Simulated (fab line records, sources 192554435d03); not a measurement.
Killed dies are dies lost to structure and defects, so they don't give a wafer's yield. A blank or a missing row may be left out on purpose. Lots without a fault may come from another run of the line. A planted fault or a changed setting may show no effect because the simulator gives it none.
Chamber matching | flow n5_finfet | N5_BEOL_M10_CMP_52 on cmp-04: 4 sister chambers
The step polishes, stops on SiCOH lowk, t overpolish 7 s, target thk 140 nm. 8 wafers are shown with their chamber, then 11 later ones without.

WAFERS WITH THEIR CHAMBER
wafer  | chamber | motor_current_A (A) | overpolish_run_s (s)
L077.4 | 0       | 6.4                 | 7.004
L079.1 | 2       | 6.2                 | 7.001
L083.4 | 3       | 6.0                 | 6.984
L083.6 | 2       | 6.0                 | 6.992
L085.1 | 1       | 5.7                 | 6.997
L085.2 | 3       | 6.2                 | 7.012
L085.5 | 0       | 6.4                 | 7.005
L087.1 | 1       | 5.6                 | 6.981

WAFERS WITHOUT THEIR CHAMBER
wafer  | motor_current_A (A) | overpolish_run_s (s)
L087.4 | 6.2                 | 7.020
L087.5 | 6.2                 | 6.999
L093.1 | 5.6                 | 7.002
L093.4 | 5.9                 | 7.008
L093.6 | 6.0                 | 6.994
L092.1 | 6.2                 | 6.985
L092.3 | 5.8                 | 6.995
L092.4 | 6.2                 | 6.986
L097.1 | 6.3                 | 6.988
L097.5 | 6.0                 | 6.980
L097.6 | 6.0                 | 7.003

WHICH CHAMBER EACH WENT THROUGH
wafer  | from the rows above          | in truth
L087.4 | can't be placed: 3 or 2 or 0 | 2
L087.5 | can't be placed: 3 or 2 or 0 | 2
L093.1 | 1                            | 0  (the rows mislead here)
L093.4 | can't be placed: 3 or 2 or 1 | 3
L093.6 | can't be placed: 2 or 3      | 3
L092.1 | can't be placed: 2 or 3 or 0 | 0
L092.3 | can't be placed: 1 or 2 or 3 | 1
L092.4 | can't be placed: 2 or 3 or 0 | 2
L097.1 | can't be placed: 0 or 2 or 3 | 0
L097.5 | can't be placed: 2 or 3 or 1 | 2
L097.6 | can't be placed: 3 or 2      | 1
Placed correctly: 0 of 11. Can't be placed from these rows: 10 (the true chamber is among the candidates in 9). Placed wrongly: 1.
How it was worked out, from the rows above alone: a wafer's distance from a chamber is the root of the sum, over the readings, of the square of ((its reading less the chamber's mean) divided by the reading's scatter). The wafer belongs to the nearest chamber; if the next one is less than 2 further off, it can't be placed. A chamber's mean is the mean of its shown wafers. The scatter: the root of (the sum of the squares of (reading less its chamber's mean) over the shown wafers, divided by (wafers less chambers)).
